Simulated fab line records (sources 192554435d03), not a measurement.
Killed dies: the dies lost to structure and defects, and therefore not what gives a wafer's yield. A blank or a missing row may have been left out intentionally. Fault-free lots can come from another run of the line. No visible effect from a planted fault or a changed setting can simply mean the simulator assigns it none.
Matching of chambers :: flow n5Finfet :: N5_BEOL_M12_CMP_49 on cmp-04 has 4 sister chambers
The step polishes, stops on SiOC, t overpolish 20.6 s, target thk 320 nm. 16 wafers are shown with their chamber, then 8 later ones without.

## WAFERS WITH THEIR CHAMBER
wafer: L074.1
chamber: 1
motorCurrentA (A): 5.3
overpolishRunS (s): 20.598
headPressurePsi (psi): 0.9989

wafer: L074.3
chamber: 0
motorCurrentA (A): 7.2
overpolishRunS (s): 20.589
headPressurePsi (psi): 1.0000

wafer: L074.5
chamber: 3
motorCurrentA (A): 6.2
overpolishRunS (s): 20.593
headPressurePsi (psi): 1.0005

wafer: L075.2
chamber: 3
motorCurrentA (A): 6.2
overpolishRunS (s): 20.591
headPressurePsi (psi): 0.9979

wafer: L075.3
chamber: 0
motorCurrentA (A): 6.7
overpolishRunS (s): 20.591
headPressurePsi (psi): 1.0002

wafer: L075.6
chamber: 0
motorCurrentA (A): 6.8
overpolishRunS (s): 20.612
headPressurePsi (psi): 1.0001

wafer: L078.1
chamber: 2
motorCurrentA (A): 6.0
overpolishRunS (s): 20.612
headPressurePsi (psi): 1.0014

wafer: L078.4
chamber: 1
motorCurrentA (A): 5.2
overpolishRunS (s): 20.599
headPressurePsi (psi): 0.9953

wafer: L078.6
chamber: 0
motorCurrentA (A): 6.5
overpolishRunS (s): 20.598
headPressurePsi (psi): 1.0008

wafer: L082.2
chamber: 3
motorCurrentA (A): 6.3
overpolishRunS (s): 20.596
headPressurePsi (psi): 1.0003

wafer: L082.3
chamber: 0
motorCurrentA (A): 6.5
overpolishRunS (s): 20.598
headPressurePsi (psi): 0.9993

wafer: L082.5
chamber: 3
motorCurrentA (A): 6.1
overpolishRunS (s): 20.611
headPressurePsi (psi): 0.9999

wafer: L090.2
chamber: 1
motorCurrentA (A): 5.2
overpolishRunS (s): 20.591
headPressurePsi (psi): 0.9996

wafer: L090.3
chamber: 2
motorCurrentA (A): 6.2
overpolishRunS (s): 20.608
headPressurePsi (psi): 1.0021

wafer: L090.6
chamber: 2
motorCurrentA (A): 6.1
overpolishRunS (s): 20.607
headPressurePsi (psi): 0.9991

wafer: L093.3
chamber: 0
motorCurrentA (A): 6.9
overpolishRunS (s): 20.607
headPressurePsi (psi): 0.9971

SIGNATURES (averages over the wafers above)
reading: motorCurrentA
chamber 0: 6.767
chamber 1: 5.233
chamber 2: 6.100
chamber 3: 6.200
scatter within a chamber: 0.183

reading: overpolishRunS
chamber 0: 20.59917
chamber 1: 20.59600
chamber 2: 20.60900
chamber 3: 20.59775
scatter within a chamber: 0.00762

reading: headPressurePsi
chamber 0: 0.999583
chamber 1: 0.997933
chamber 2: 1.000867
chamber 3: 0.999650
scatter within a chamber: 0.00154
Rule: a wafer's distance from a chamber is the root of the sum, over the readings, of the square of ((its reading less the chamber's mean) divided by the reading's scatter). The wafer belongs to the nearest chamber; if the next one is less than 2 further off, it can't be placed. The scatter: take each reading less its chamber's mean, square it, sum over the shown wafers, divide by the number of wafers less the number of chambers, and take the root.

## WAFERS MISSING THEIR CHAMBER
wafer: L093.4
motorCurrentA (A): 5.9
overpolishRunS (s): 20.590
headPressurePsi (psi): 1.0021

wafer: L093.5
motorCurrentA (A): 6.6
overpolishRunS (s): 20.610
headPressurePsi (psi): 0.9971

wafer: L091.1
motorCurrentA (A): 6.0
overpolishRunS (s): 20.601
headPressurePsi (psi): 0.9991

wafer: L091.3
motorCurrentA (A): 6.2
overpolishRunS (s): 20.608
headPressurePsi (psi): 1.0006

wafer: L091.6
motorCurrentA (A): 5.7
overpolishRunS (s): 20.618
headPressurePsi (psi): 0.9965

wafer: L094.1
motorCurrentA (A): 6.1
overpolishRunS (s): 20.603
headPressurePsi (psi): 1.0020

wafer: L094.2
motorCurrentA (A): 5.2
overpolishRunS (s): 20.595
headPressurePsi (psi): 1.0025

wafer: L094.3
motorCurrentA (A): 6.7
overpolishRunS (s): 20.607
headPressurePsi (psi): 0.9997

## WHICH CHAMBER EACH WENT THROUGH
wafer: L093.4
from the rows above: can't be placed: 3 or 2
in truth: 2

wafer: L093.5
from the rows above: can't be placed: 0 or 3 or 2
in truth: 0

wafer: L091.1
from the rows above: can't be placed: 3 or 2
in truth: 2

wafer: L091.3
from the rows above: can't be placed: 2 or 3
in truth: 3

wafer: L091.6
from the rows above: can't be placed: 2 or 1 or 3
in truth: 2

wafer: L094.1
from the rows above: can't be placed: 2 or 3
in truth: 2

wafer: L094.2
from the rows above: 1
in truth: 1

wafer: L094.3
from the rows above: can't be placed: 0 or 3
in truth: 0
Placed correctly: 1 of 8. Cannot be placed on the basis of these rows: 7; the candidates contain the true chamber in 7. 0 placed wrongly.
